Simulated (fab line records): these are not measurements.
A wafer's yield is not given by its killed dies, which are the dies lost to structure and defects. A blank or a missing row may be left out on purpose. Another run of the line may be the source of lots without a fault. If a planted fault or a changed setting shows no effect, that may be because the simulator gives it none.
fab line records	flow nand_harc
record lots=6	wafers=18	last_day=24
route steps=1159 shown P_M0@282 P_M1@285 END@1159
lots untouched by any fault: they come from a run of this same line in which no faults occurred
start_h: hours from the record's first day to the start of the lot's first wafer shown	wait_h: time in hours since the lot's previous step	" repeats the value in the row above	L1.1+2: a single row standing in for several wafers	- either no value or no given start	* or withheld: withheld	< > ~ a bound
route shown NAME@n: names a module that has steps shown in the file, with the first one's number in the route	usual: average and standard deviation across the fault-free wafers	same: alike in all rows	chamber/n: place in a boat	sites: per-site readings	_std_site: how widely they spread, as a standard deviation	_edge_site: the outer-site mean with the inner-site mean subtracted	radius_mm: for every site, how far away it sits from the centre of the wafer	mask NAME#n: copy n	behind: the tool/chamber that last shaped the wafer	hold: cause of the lot's hold/its duration in hours/its outcome	device: the transistor (n, p or np) that didn't switch	end of line: tests of these same wafers at the route's end	where a step has no rows: the recipe by itself	killed: at the first sort, the dies lost to defects and structure; wafer yield is something else	map: shows each die of a wafer: x if killed, . if not, _ if none is there
set.NAME: the run value of the setting; set.NAME@STEP: its run value at that earlier step	model.NAME: the simulator's own value behind a step, which no gauge read
lots at selected steps of the route; one table per step, one row per wafer
services: the hour from which a tool's chamber was out of use, counted from the record's first day as start_h (under 0 if before that day), plus the number of hours and why
## steps
# step NHARC_P_M0_INSPECT_27
# usual raw_defect_count=346/160
lot.wafer	tool	chamber	start_h	wait_h	raw_defect_count
L547.3	defect_inspect-01	-	157.45	0.0	418
L547.4	"	-	"	"	320
L547.6	"	-	"	"	525
L549.2	defect_inspect-02	-	168.98	0.0	605
L549.3	"	-	"	"	337
L549.6	"	-	"	"	705
L555.1	defect_inspect-01	-	224.38	0.0	232
L555.2	"	-	"	"	421
L555.3	"	-	"	"	441
L559.1	defect_inspect-01	-	235.49	0.0	177
L559.3	"	-	"	"	300
L559.4	"	-	"	"	277
L561.1	defect_inspect-01	-	248.55	0.0	429
L561.5	"	-	"	"	384
L561.6	"	-	"	"	298
L562.2	defect_inspect-01	-	249.17	0.0	201
L562.5	"	-	"	"	222
L562.6	"	-	"	"	228
# step NHARC_P_M0_PRE_CLEAN_31
# recipe time_s=12	temp_c=370	rf_power_w=300	gas=NH3
# usual heater_power_w=603/57
lot.wafer	tool	chamber	start_h	wait_h	heater_power_w
L547.3	pecvd-04	0	157.56	0.1	526
L547.4	"	2	"	"	638
L547.6	"	2	"	"	643
L549.2	pecvd-04	2	169.05	0.1	685
L549.3	"	2	"	"	666
L549.6	"	2	"	"	683
L555.3	pecvd-02	0	224.45	0.1	632
L555.2	"	1	"	"	665
L555.1	"	2	"	"	583
L559.1	pecvd-02	0	235.55	0.1	683
L559.3	"	1	"	"	666
L559.4	"	0	"	"	647
L561.1	pecvd-02	1	248.61	0.1	616
L561.5	"	2	"	"	613
L561.6	"	0	"	"	663
L562.2	pecvd-03	0	249.31	0.1	634
L562.5	"	0	"	"	636
L562.6	"	1	"	"	606
# step NHARC_P_M0_DEP_32
# recipe target_thk_a=300	temp_c=370	target_thk_nm=30	pressure_torr=3	flow_sccm=200	rf_w=450	material=SiCN
# usual heater_power_w=558/56
lot.wafer	tool	chamber	start_h	wait_h	heater_power_w
L547.3	pecvd-04	0	157.77	0.2	505
L547.4	"	2	"	"	569
L547.6	"	2	"	"	584
L549.2	pecvd-04	2	169.16	0.1	613
L549.3	"	2	"	"	615
L549.6	"	2	"	"	618
L555.3	pecvd-02	0	224.53	0.1	537
L555.2	"	1	"	"	608
L555.1	"	2	"	"	623
L559.1	pecvd-02	0	235.63	0.1	604
L559.3	"	1	"	"	616
L559.4	"	0	"	"	593
L561.1	pecvd-02	1	248.70	0.1	634
L561.5	"	2	"	"	587
L561.6	"	0	"	"	584
L562.2	pecvd-03	0	249.42	0.1	540
L562.5	"	0	"	"	536
L562.6	"	1	"	"	439
# step NHARC_P_M1_DEP_00
# recipe target_thk_a=1825	target_thk_nm=182.5	temp_c=withheld	pressure_torr=5	flow_sccm=200	rf_w=600	material=SiOC
# step NHARC_P_M1_DEHYDRATE_01
# recipe temp_c=150	time_s=120
# step NHARC_P_M1_HMDS_02
# recipe time_s=30
# step NHARC_P_M1_COAT_34
# recipe temp_c=200	time_s=65
# step NHARC_P_M1_COAT_03
# recipe spin_rpm=1500	resist_thk_nm=90
# step NHARC_P_M1_SOFTBAKE_04
# recipe temp_c=105	time_s=55
# step NHARC_P_M1_EBR_05
# step NHARC_P_M1_EXPOSE_06
# recipe na=1.35	target_cd_nm=130	dose_mj=81.88	mask_id=P_M1
# step NHARC_P_M1_PEB_07
# recipe peb_temp_c=100	peb_time_s=65
# usual heater_power_total_W=156.6/0.43
lot.wafer	tool	chamber	start_h	wait_h	heater_power_total_W
L547.3	litho_track-06	0	158.80	0.0	156.4
L547.4	"	0	"	"	156.3
L547.6	"	0	"	"	157.1
L549.2	litho_track-04	0	170.49	0.1	156.2
L549.3	"	0	"	"	156.0
L549.6	"	0	"	"	157.2
L555.1	litho_track-06	0	225.91	0.1	161.9
L555.2	"	0	"	"	156.9
L555.3	"	0	"	"	161.4
L559.1	litho_track-06	0	236.68	0.1	161.1
L559.3	"	0	"	"	161.4
L559.4	"	0	"	"	156.0
L561.1	litho_track-04	0	249.74	0.1	156.2
L561.5	"	0	"	"	156.6
L561.6	"	0	"	"	156.0
L562.2	litho_track-04	0	250.57	0.1	156.8
L562.5	"	0	"	"	156.6
L562.6	"	0	"	"	156.8
# step NHARC_P_M1_DEVELOP_08
# recipe develop_time_s=35	dev_temp_c=23
# step NHARC_P_M1_CD_MEAS_09
# recipe target_cd_nm=130	landing_energy_ev=500
# usual cd_nm=129.8/0.54
lot.wafer	tool	chamber	start_h	wait_h	cd_nm
L547.3	cd_sem-03	0	158.89	-	129.7
L547.4	"	0	"	"	130.4
L547.6	"	0	"	"	129.7
L549.2	cd_sem-02	0	170.57	-	129.2
L549.3	"	0	"	"	130.3
L549.6	"	0	"	"	129.5
L555.1	cd_sem-03	0	225.99	-	127.9
L555.2	"	0	"	"	130.0
L555.3	"	0	"	"	128.7
L559.1	cd_sem-02	0	236.76	-	128.5
L559.3	"	0	"	"	128.1
L559.4	"	0	"	"	130.2
L561.1	cd_sem-02	0	249.82	-	129.6
L561.5	"	0	"	"	129.9
L561.6	"	0	"	"	130.0
L562.2	cd_sem-01	0	250.65	-	129.5
L562.5	"	0	"	"	129.7
L562.6	"	0	"	"	129.5
# step NHARC_P_M1_OVL_MEAS_10
# recipe pitch_nm=260
# usual overlay_x_nm=0.1/0.87	overlay_y_nm=0.2/0.76
lot.wafer	tool	chamber	start_h	wait_h	overlay_x_nm	overlay_y_nm
L547.3	overlay-02	-	158.97	-	1.2	0.7
L547.4	"	-	"	"	1.0	0.1
L547.6	"	-	"	"	1.4	0.1
L549.2	overlay-01	-	170.67	-	-0.2	-1.1
L549.3	"	-	"	"	0.0	-1.1
L549.6	"	-	"	"	0.0	-1.5
L555.1	overlay-01	-	226.08	-	0.7	0.1
L555.2	"	-	"	"	1.0	0.1
L555.3	"	-	"	"	1.5	0.3
L559.1	overlay-02	-	236.84	-	-0.1	0.1
L559.3	"	-	"	"	-1.1	0.6
L559.4	"	-	"	"	-0.2	0.8
L561.1	overlay-02	-	249.91	-	-0.3	0.0
L561.5	"	-	"	"	-0.3	-0.3
L561.6	"	-	"	"	0.2	-0.6
L562.2	overlay-02	-	250.74	-	-0.2	-0.1
L562.5	"	-	"	"	0.2	-0.6
L562.6	"	-	"	"	-0.6	-0.4
# step NHARC_P_M1_INSPECT_11
# usual raw_defect_count=4.2/2.6
lot.wafer	tool	chamber	start_h	wait_h	raw_defect_count
L547.3	defect_inspect-02	-	159.01	0.0	14
L547.4	"	-	"	"	6
L547.6	"	-	"	"	3
L549.2	defect_inspect-02	-	170.71	0.0	5
L549.3	"	-	"	"	7
L549.6	"	-	"	"	4
L555.1	defect_inspect-01	-	226.11	0.0	4
L555.2	"	-	"	"	1
L555.3	"	-	"	"	3
L559.1	defect_inspect-01	-	236.88	0.0	4
L559.3	"	-	"	"	10
L559.4	"	-	"	"	8
L561.1	defect_inspect-01	-	249.96	0.1	8
L561.5	"	-	"	"	1
L561.6	"	-	"	"	2
L562.2	defect_inspect-01	-	250.78	0.0	5
L562.5	"	-	"	"	3
L562.6	"	-	"	"	4
# step NHARC_P_M1_DESCUM_14
# recipe time_s=3	o2_flow_sccm=200	ar_flow_sccm=0	bias_power_w=0	chemistry=O2
# usual drypump_motor_current_A=5.5/0.37	o2_flow_sccm=200.1/0.57	oes_product_au=0.998/0.0099	rf_vpp_V=57.8/0.76	showerhead_plenum_p_Torr=1.92/0.074	throttle_valve_pct=11.311/0.0089
# same bias_power_w=0
lot.wafer	tool	chamber	start_h	wait_h	drypump_motor_current_A	o2_flow_sccm	oes_product_au	rf_hours_counter_h	rf_vpp_V	showerhead_plenum_p_Torr	throttle_valve_pct	model.P_M1.cd_nm
L547.3	rie_diel-12	3	159.08	0.1	5.2	200.5	0.998	8.1	57.0	1.92	11.327	130.2
L547.4	"	0	"	"	5.9	200.0	1.008	8.2	57.9	1.82	11.306	130
L547.6	"	3	"	"	5.2	199.1	0.994	-	58.0	1.92	11.305	130.2
L549.2	rie_diel-04	1	170.78	0.1	5.1	199.2	0.979	3.6	58.5	2.05	11.309	128.8
L549.3	"	2	"	"	6.0	199.7	1.003	3.9	57.3	1.93	11.310	130.3
L549.6	"	3	"	"	5.4	200.7	0.996	-	57.8	1.81	11.301	129.6
L555.1	rie_diel-04	0	226.18	0.1	5.8	200.6	1.003	6.7	57.1	1.91	11.310	127.4
L555.2	"	1	"	"	5.1	200.1	0.986	7.2	58.2	2.05	11.309	129.1
L555.3	"	2	"	"	6.0	200.2	1.008	7.9	57.6	1.93	11.304	128
L559.1	rie_diel-12	0	236.94	0.1	5.9	200.5	1.003	2.7	57.5	1.81	11.310	127.7
L559.3	"	1	"	"	5.8	200.3	0.987	1.8	59.0	1.93	11.310	127.9
L559.4	"	3	"	"	5.2	199.5	1.002	2.4	58.2	1.91	11.324	130.8
L561.1	rie_diel-12	3	250.03	0.1	5.2	200.3	1.004	3.2	57.5	1.91	11.305	129.9
L561.6	"	2	"	"	5.3	200.2	0.992	-	58.0	2.01	11.331	130.7
L561.5	"	3	"	"	5.2	200.3	0.996	-	58.1	1.91	11.306	130.1
L562.2	rie_diel-12	0	250.84	0.1	5.9	199.9	1.005	3.7	57.2	1.81	11.303	129.1
L562.6	"	0	"	"	5.9	200.2	0.987	-	56.8	1.81	11.319	129.2
L562.5	"	1	"	"	5.8	198.8	0.986	-	58.6	1.93	11.322	129.5
# step NHARC_P_M1_ETCH_35
# recipe target_depth_a=400	overetch_a=120	time_s=43.94	ion_energy_ev=200	n2_flow_sccm=150	h2_flow_sccm=150	ar_flow_sccm=0	rf_w=400	bias_w=150	chemistry=N2/H2
# usual drypump_motor_current_A=5.6/0.36	oes_product_au=1.000/0.009	rf_vpp_V=430.7/2.3	showerhead_plenum_p_Torr=2.04/0.081	throttle_valve_pct=14.172/0.0083
lot.wafer	tool	chamber	start_h	wait_h	drypump_motor_current_A	oes_product_au	rf_hours_counter_h	rf_vpp_V	showerhead_plenum_p_Torr	throttle_valve_pct
L547.4	rie_diel-12	0	159.15	0.1	5.9	1.007	8.2	427.8	1.93	14.166
L547.3	"	2	"	"	5.3	0.987	8.4	434.7	2.14	14.162
L547.6	"	1	"	"	5.8	0.999	-	432.2	2.06	14.176
L549.2	rie_diel-04	2	170.85	0.1	6.0	0.990	3.9	431.5	2.05	14.168
L549.3	"	0	"	"	5.8	1.019	3.4	430.8	2.04	14.173
L549.6	"	3	"	"	5.4	0.991	-	429.1	1.92	14.173
L555.2	rie_diel-04	3	226.26	0.1	5.4	0.994	7.8	428.4	1.92	14.181
L555.3	"	1	"	"	5.1	0.995	7.2	434.2	2.19	14.175
L555.1	"	2	"	"	6.0	0.997	7.9	429.9	2.05	14.167
L559.3	rie_diel-12	1	237.03	0.1	5.9	0.985	1.8	430.5	2.06	14.179
L559.4	"	2	"	"	5.3	0.991	2.2	433.5	2.14	14.180
L559.1	"	0	"	"	5.9	1.001	2.7	427.7	1.93	14.164
L561.1	rie_diel-12	3	250.12	0.1	5.2	1.000	3.2	431.3	2.04	14.175
L561.5	"	2	"	"	5.3	0.989	-	432.5	2.14	14.177
L561.6	"	3	"	"	5.2	0.994	-	429.6	2.04	14.164
L562.2	rie_diel-12	0	250.92	0.1	5.9	1.001	3.7	427.2	1.93	14.175
L562.6	"	0	"	"	5.9	0.992	-	427.5	1.93	14.169
L562.5	"	1	"	"	5.8	0.992	-	432.0	2.06	14.171
# step NHARC_P_M1_ETCH_15
# recipe target_depth_a=1825	time_s=91.2	c4f8_flow_sccm=withheld	ar_flow_sccm=400	rf_w=600	bias_w=300	chemistry=C4F8/Ar
# usual oes_product_au=0.953/0.023	rf_vpp_V=441.2/2.4
lot.wafer	tool	chamber	start_h	wait_h	oes_product_au	rf_hours_counter_h	rf_vpp_V
L547.3	rie_diel-12	3	-	-	0.917	8.1	440.8
L547.4	"	1	"	"	0.927	8.6	441.9
L547.6	"	2	"	"	0.928	-	442.9
L549.3	rie_diel-04	2	-	-	0.925	4.0	441.3
L549.2	"	1	"	"	0.915	3.6	444.7
L549.6	"	3	"	"	0.913	-	436.9
L555.2	rie_diel-04	1	-	-	0.949	7.2	445.7
L555.3	"	2	"	"	0.967	8.0	441.3
L555.1	"	0	"	"	0.964	6.8	440.5
L559.3	rie_diel-12	3	-	-	0.924	2.4	442.7
L559.4	"	0	"	"	0.928	2.7	438.5
L559.1	"	1	"	"	0.931	1.8	442.8
L561.1	rie_diel-12	0	-	-	0.991	3.7	437.3
L561.6	"	0	"	"	0.994	-	438.0
L561.5	"	1	"	"	0.980	-	440.7
L562.2	rie_diel-12	0	-	-	0.963	3.8	438.6
L562.5	"	1	"	"	0.946	-	443.7
L562.6	"	2	"	"	0.969	-	443.7
# step NHARC_P_M1_CD_MEAS_16
# usual cd_nm=129.5/0.71
lot.wafer	tool	chamber	start_h	wait_h	cd_nm
L547.3	cd_sem-02	-	159.38	-	130.8
L547.4	"	-	"	"	130.4
L547.6	"	-	"	"	129.9
L549.2	cd_sem-01	-	171.08	-	129.0
L549.3	"	-	"	"	130.9
L549.6	"	-	"	"	129.0
L555.1	cd_sem-02	-	226.48	-	127.4
L555.2	"	-	"	"	129.2
L555.3	"	-	"	"	128.1
L559.1	cd_sem-02	-	237.25	-	128.1
L559.3	"	-	"	"	128.1
L559.4	"	-	"	"	130.6
L561.1	cd_sem-03	-	250.33	-	129.0
L561.5	"	-	"	"	130.6
L561.6	"	-	"	"	130.3
L562.2	cd_sem-01	-	251.15	-	129.3
L562.5	"	-	"	"	130.0
L562.6	"	-	"	"	129.4
# step NHARC_P_M1_STRIP_18
# recipe power_w=1000	n2_flow_sccm=150	h2_flow_sccm=150	ar_flow_sccm=0	bias_w=0	chemistry=N2/H2
# usual drypump_motor_current_A=5.5/0.36	oes_product_au=0.999/0.009	rf_vpp_V=90.7/0.83	showerhead_plenum_p_Torr=2.05/0.08	throttle_valve_pct=14.169/0.0096
lot.wafer	tool	chamber	start_h	wait_h	drypump_motor_current_A	oes_product_au	rf_hours_counter_h	rf_vpp_V	showerhead_plenum_p_Torr	throttle_valve_pct
L547.4	rie_diel-04	3	159.45	0.1	5.4	0.987	3	90.4	1.92	14.167
L547.3	"	2	"	"	6.0	1.001	3	91.1	2.06	14.173
L547.6	"	3	"	"	5.4	0.981	-	90.8	1.92	14.165
L549.3	rie_diel-12	3	171.20	0.1	5.2	1.000	9	90.1	2.04	14.186
L549.2	"	0	"	"	5.9	1.008	9	89.8	1.93	14.163
L549.6	"	1	"	"	5.8	0.999	-	90.1	2.06	14.174
L555.3	rie_diel-12	0	226.55	0.1	5.9	1.001	2	90.0	1.93	14.174
L555.2	"	1	"	"	5.8	0.996	1	89.8	2.06	14.179
L555.1	"	3	"	"	5.2	1.003	2	91.4	2.04	14.160
L559.1	rie_diel-12	2	237.33	0.1	5.4	0.998	2	91.1	2.14	14.176
L559.4	"	3	"	"	5.2	1.010	2	90.4	2.04	14.164
L559.3	"	0	"	"	5.9	1.016	3	90.8	1.93	14.163
L561.1	rie_diel-06	0	250.49	0.2	5.4	1.000	0	88.7	2.02	14.169
L561.6	"	1	"	"	5.1	0.987	-	89.6	1.97	14.168
L561.5	"	2	"	"	5.0	1.007	-	92.1	2.06	14.175
L562.2	rie_diel-04	0	251.24	0.1	5.8	1.004	8	91.1	2.04	14.174
L562.5	"	3	"	"	5.4	0.987	-	90.1	1.92	14.172
L562.6	"	0	"	"	5.8	0.993	-	90.8	2.04	14.183
# step NHARC_P_M1_ETCH_28
# recipe target_depth_a=300	over_etch_frac=0.3	time_s=72.99	ion_energy_ev=150	cf4_flow_sccm=50	n2_flow_sccm=100	ar_flow_sccm=150	rf_w=300	bias_w=100	chemistry=CF4/N2
# usual drypump_motor_current_A=5.5/0.37	oes_product_au=0.999/0.0095	rf_vpp_V=314.4/1.9	showerhead_plenum_p_Torr=2.64/0.096	throttle_valve_pct=19.794/0.0083
lot.wafer	tool	chamber	start_h	wait_h	drypump_motor_current_A	oes_product_au	rf_hours_counter_h	rf_vpp_V	showerhead_plenum_p_Torr	throttle_valve_pct	model.P_M1.cd_nm
L547.3	rie_diel-04	1	-	-	5.1	0.998	3	318.4	2.80	19.781	129.7
L547.4	"	2	"	"	6.0	0.999	3	313.7	2.64	19.800	129.1
L547.6	"	2	"	"	6.0	0.995	-	315.3	2.64	19.810	129.1
L549.2	rie_diel-12	2	-	-	5.3	0.989	9	317.3	2.75	19.793	129.5
L549.3	"	1	"	"	5.8	1.003	9	316.3	2.65	19.786	131.2
L549.6	"	3	"	"	5.2	0.997	-	314.6	2.63	19.800	128.7
L555.3	rie_diel-12	3	-	-	5.2	1.000	2	314.4	2.63	19.801	128.5
L555.2	"	0	"	"	5.9	1.002	2	309.6	2.50	19.811	129
L555.1	"	2	"	"	5.4	0.981	1	317.2	2.75	19.796	127.6
L559.4	rie_diel-12	0	-	-	5.9	0.997	3	313.7	2.50	19.795	131.4
L559.3	"	1	"	"	5.8	0.987	2	314.5	2.65	19.800	128.9
L559.1	"	3	"	"	5.2	1.004	3	314.9	2.63	19.788	128.2
L561.1	rie_diel-06	1	-	-	5.0	0.990	0	312.9	2.54	19.783	129.6
L561.6	"	0	"	"	5.4	0.993	-	313.7	2.60	19.788	129.8
L561.5	"	1	"	"	5.0	0.991	-	311.2	2.54	19.788	130.9
L562.2	rie_diel-04	1	-	-	5.1	0.984	8	317.4	2.80	19.796	129.7
L562.5	"	1	"	"	5.1	0.987	-	316.8	2.80	19.796	129
L562.6	"	2	"	"	6.0	1.010	-	314.3	2.64	19.790	129.7
# step NHARC_P_M1_STRIP_19
# recipe time_s=600	temp_c=30	chemistry=post_etch_residue_remover
# step NHARC_END_SORT_01
# recipe temp_c=25
# usual defect_limited_yield=95.7/1.5	killed_at_array=25/9.5	killed_at_other=0.8/1.2	killed_at_periphery=3.4/2.2	killed_dies=29/10	killed_open=3.3/1.8	killed_short=2.1/1.4	sort_bin_2_pct=1.4/0.63	sort_bin_3_pct=0.22/0.2	sort_bin_4_pct=2.7/0.96	sort_n_pass=648/10	sort_rim_yield_pct=95.6/2.8	sort_yield_pct=95.7/1.5
# same gross_dies=677	sort_bin_5_pct[%]=0	sort_bin_6_pct[%]=0	sort_bin_7_pct[%]=0	sort_bin_8_pct[%]=0	sort_rim_n_gross=106.00
lot.wafer	tool	chamber	start_h	wait_h	defect_limited_yield[%]	killed_at_array	killed_at_other	killed_at_periphery	killed_dies	killed_open	killed_short	sort_bin_2_pct[%]	sort_bin_3_pct[%]	sort_bin_4_pct[%]	sort_n_pass	sort_rim_yield_pct[%]	sort_yield_pct[%]
L547.3	prober-02	0	487.47	3.1	93.8	34	0	8	42	1	3	2.1	0.59	3.5	635	92.5	93.8
L547.4	prober-02	0	488.26	3.4	93.9	35	0	6	41	4	3	1.8	0.30	4.0	636	92.5	93.9
L547.6	prober-02	0	489.86	4.0	95.0	31	0	3	34	2	1	1.6	0.15	3.2	643	99.1	95.0
L549.2	prober-01	0	503.86	2.8	95.7	24	0	5	29	3	1	1.3	0.15	2.8	648	98.1	95.7
L549.3	prober-01	0	504.65	3.1	95.7	27	0	2	29	2	0	2.2	0.30	1.8	648	97.2	95.7
L549.6	prober-01	0	507.05	4.0	95.9	24	0	4	28	1	3	1.3	0.44	2.4	649	97.2	95.9
# killed by level:class
L547.3 A_SLIT:chamber_film_flake=14 A_CHANNEL_HOLE_D1:chamber_film_flake=11 A_CONTACT:chamber_film_flake=4 P_ZERO_WELL:chamber_film_flake=3 A_STAIRCASE:chamber_film_flake=2 P_GATE:geometric_particle:open=1 P_M1:geometric_particle:short=1 A_CHANNEL_FILL_D1:geometric_particle:short=1
L547.4 A_CHANNEL_HOLE_D1:chamber_film_flake=16 A_SLIT:chamber_film_flake=7 A_WL_FILL:geometric_particle:short=3 P_GATE:chamber_film_flake=2 A_SGD_CUT:chamber_film_flake=2 A_CONTACT:chamber_film_flake=2 P_GATE:geometric_particle:open=1 P_M0:geometric_particle:open=1
L547.6 A_SLIT:chamber_film_flake=13 A_CHANNEL_HOLE_D1:chamber_film_flake=10 A_SGD_CUT:chamber_film_flake=4 P_M2:geometric_particle:open=2 A_CONTACT:chamber_film_flake=2 A_CHANNEL_FILL_D1:geometric_particle:short=1 P_STI:chamber_film_flake=1 A_ZERO_WELL:chamber_film_flake=1
L549.2 A_CHANNEL_HOLE_D1:chamber_film_flake=16 P_CONTACT:chamber_film_flake=4 A_CONTACT:chamber_film_flake=3 P_M0:geometric_particle:open=1 A_CONTACT:geometric_particle:open=1 A_M0:geometric_particle:open=1 A_M0:geometric_particle:short=1 A_STAIRCASE:chamber_film_flake=1
L549.3 A_CHANNEL_HOLE_D1:chamber_film_flake=20 A_CONTACT:chamber_film_flake=4 P_CONTACT:chamber_film_flake=2 A_ONON_D1:geometric_particle:open=1 A_SGD_CUT:chamber_film_flake=1 A_CONTACT:geometric_particle:open=1
L549.6 A_CHANNEL_HOLE_D1:chamber_film_flake=18 P_CONTACT:chamber_film_flake=2 A_CONTACT:chamber_film_flake=2 P_CONTACT:geometric_particle:short=1 A_CHANNEL_HOLE_D1:geometric_particle:short=1 A_SGD_CUT:geometric_particle:short=1 A_CONTACT:geometric_particle:open=1 P_STI:chamber_film_flake=1
## services
tool	chamber	start_h	hours	kind
litho_track-04	-	141.00	7.0	pm
pecvd-03	2	141.84	4.6	repair
pecvd-02	-	153.53	13.0	pm
pecvd-04	1	153.72	23.2	repair
rie_diel-04	-	155.73	1.1	repair
rie_diel-12	0	157.18	-	clean
rie_diel-12	1	157.18	-	clean
rie_diel-12	2	157.18	-	clean
rie_diel-12	3	157.18	-	clean
rie_diel-12	0	181.68	-	clean
rie_diel-12	1	181.68	-	clean
rie_diel-12	2	181.68	-	clean
rie_diel-12	3	181.68	-	clean
pecvd-03	-	189.66	0.6	repair
pecvd-04	-	195.42	13.0	pm
rie_diel-12	-	202.40	9.0	pm
rie_diel-12	0	202.40	9.0	vent_cycle
rie_diel-12	1	202.40	11.1	vent_cycle
rie_diel-12	2	202.40	9.0	vent_cycle
rie_diel-12	3	202.40	9.0	vent_cycle
rie_diel-04	2	208.75	4.9	repair
rie_diel-12	0	211.40	-	clean
pecvd-02	-	219.77	1.0	repair
rie_diel-06	-	241.20	9.0	pm
## key
first_sign step=NHARC_P_M1_PEB_07	reading=heater_power_total_W	direction=up	sigmas=11	usual=*	struck=*
effect step=NHARC_P_M1_CD_MEAS_09	reading=cd_nm	direction=down	sigmas=2.9	usual=129.8	struck=128.3
effect step=NHARC_P_M1_CD_MEAS_16	reading=cd_nm	direction=down	sigmas=2.2	usual=129.5	struck=127.9
model_effect step=NHARC_P_M1_DESCUM_14	value=P_M1.cd_nm	without=129.6	struck=127.8
model_effect step=NHARC_P_M1_ETCH_28	value=P_M1.cd_nm	without=130.1	struck=128.3
met_at NHARC_P_M1_PEB_07
struck_wafers L555.1,L555.3,L559.1,L559.3
onset_between 158.80 225.91
fault kind=process_parameter_drift	tool=litho_track-06	chamber=-	onset_h=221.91	steps=NHARC_P_M1_PEB_07	channel=peb_time_s	offset=*	shape=step	end_h=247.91	scope=struck_wafers_only	acts_in=*	stated=*
